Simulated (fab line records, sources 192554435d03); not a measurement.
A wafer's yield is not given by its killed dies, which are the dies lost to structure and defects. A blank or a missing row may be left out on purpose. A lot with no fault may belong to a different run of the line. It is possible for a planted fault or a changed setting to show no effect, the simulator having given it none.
Which tool did it?    flow n5-finfet    33 wafers from 11 lots sampled at 3 of the route's 1938 steps

## WHAT EACH GAUGE READ, for each wafer
N5_PASSIVATION_OVL_MEAS_63. Usual: PAD_OVL typically reads 3 nm, with standard deviation 4.9.
lot   measured      on          PAD_OVL (nm)  flag
L453  day 12 20:56  overlay-02  8 -5 -4       
L455  day 13 20:28  overlay-02  -3 -5 0       
L454  day 14 20:33  overlay-01  10 5 17       
L456  day 13 16:07  overlay-02  0 5 5         
L458  day 14 10:49  overlay-02  0 2 -1        
L461  day 15 06:15  overlay-02  6 0 4         
L464  day 15 20:16  overlay-01  5 6 5         
L466  day 17 01:53  overlay-01  0 1 -6        
L465  day 15 16:21  overlay-01  6 4 -1        
L470  day 18 01:29  overlay-01  6 1 5         
L474  day 18 01:52  overlay-02  3 3 4         

N5_PASSIVATION_CD_MEAS_44: target cd 40000 nm. Usual: cd-nm 40001 nm, standard deviation 3.9.
lot   measured      on         cd-nm (nm)         flag
L453  day 12 23:22  cd-sem-03  40002 39998 40002  
L455  day 13 22:14  cd-sem-02  40000 40004 40003  
L454  day 14 22:32  cd-sem-02  39995 39997 39997  
L456  day 13 18:21  cd-sem-03  40003 40008 40005  
L458  day 14 13:06  cd-sem-03  40002 40004 40005  
L461  day 15 08:29  cd-sem-01  40007 40000 40000  
L464  day 15 22:14  cd-sem-02  40002 39999 40005  
L466  day 17 03:55  cd-sem-03  40005 40001 40002  
L465  day 15 18:14  cd-sem-03  39993 39999 39992  
L470  day 18 03:35  cd-sem-01  40006 40000 39997  
L474  day 18 03:39  cd-sem-02  40004 39999 40008  

## WHAT TOOL EACH LOT RAN ON (gives the tool, then ch and the chambers of the sampled wafers, and finally the start)
lot   N5_BEOL_M0_ALD_136
L453  ald-metal-04 ch 0,2,3, day 6 13:41
L455  ald-metal-01 ch 0,1, day 6 20:02
L454  ald-metal-01 ch 0,1,2, day 6 23:55
L456  ald-metal-03 ch 1,2,3, day 7 06:49
L458  ald-metal-01 ch 0,1,3, day 7 16:25
L461  ald-metal-04 ch 1,2,3, day 8 08:57
L464  ald-metal-01 ch 0,3, day 9 05:07
L466  ald-metal-01 ch 0,2,3, day 9 14:49
L465  ald-metal-01 ch 0,1,3, day 9 17:14
L470  ald-metal-01 ch 0,2,3, day 10 20:49
L474  ald-metal-03 ch 0,1,2, day 11 20:05
- N5_BEOL_M0_ALD_136: deposits TaN, pulse time 2 s, purge time 3 s, co reactant purge time 2 s.

## WHAT THE TOOLS THEMSELVES READ (means of the sampled wafers that have a number; where no wafer has one, the mark that the record gives instead)
N5_BEOL_M0_ALD_136. Usual: heater-power-w 411 W, standard deviation 37.
lot   tool          heater-power-w (W)  flag
L453  ald-metal-04  420                 
L455  ald-metal-01  389                 
L454  ald-metal-01  405                 
L456  ald-metal-03  390                 
L458  ald-metal-01  412                 
L461  ald-metal-04  432                 
L464  ald-metal-01  424                 
L466  ald-metal-01  431                 
L465  ald-metal-01  413                 
L470  ald-metal-01  427                 
L474  ald-metal-03  424                 

## THE ANSWER, worked out from the rows above alone
Rule: a lot is off if the mean of its wafers that have a number lies more than 3 standard deviations from the usual mean. A lot without any number at a reading at which 4 lots or more have one is off too. Where the step has rows for the other lots, those lots are counted as sound. The gauges are gone through in route order, then the tools' own readings, and for those a lot's mean is taken as printed above. The first step at which some lot is off is used, and at that step the reading that is off furthest; a lot without a number counts as furthest.
None of the lots is off at any reading shown; this tells nothing.

## WHAT WAS PUT IN BY THE SIMULATOR
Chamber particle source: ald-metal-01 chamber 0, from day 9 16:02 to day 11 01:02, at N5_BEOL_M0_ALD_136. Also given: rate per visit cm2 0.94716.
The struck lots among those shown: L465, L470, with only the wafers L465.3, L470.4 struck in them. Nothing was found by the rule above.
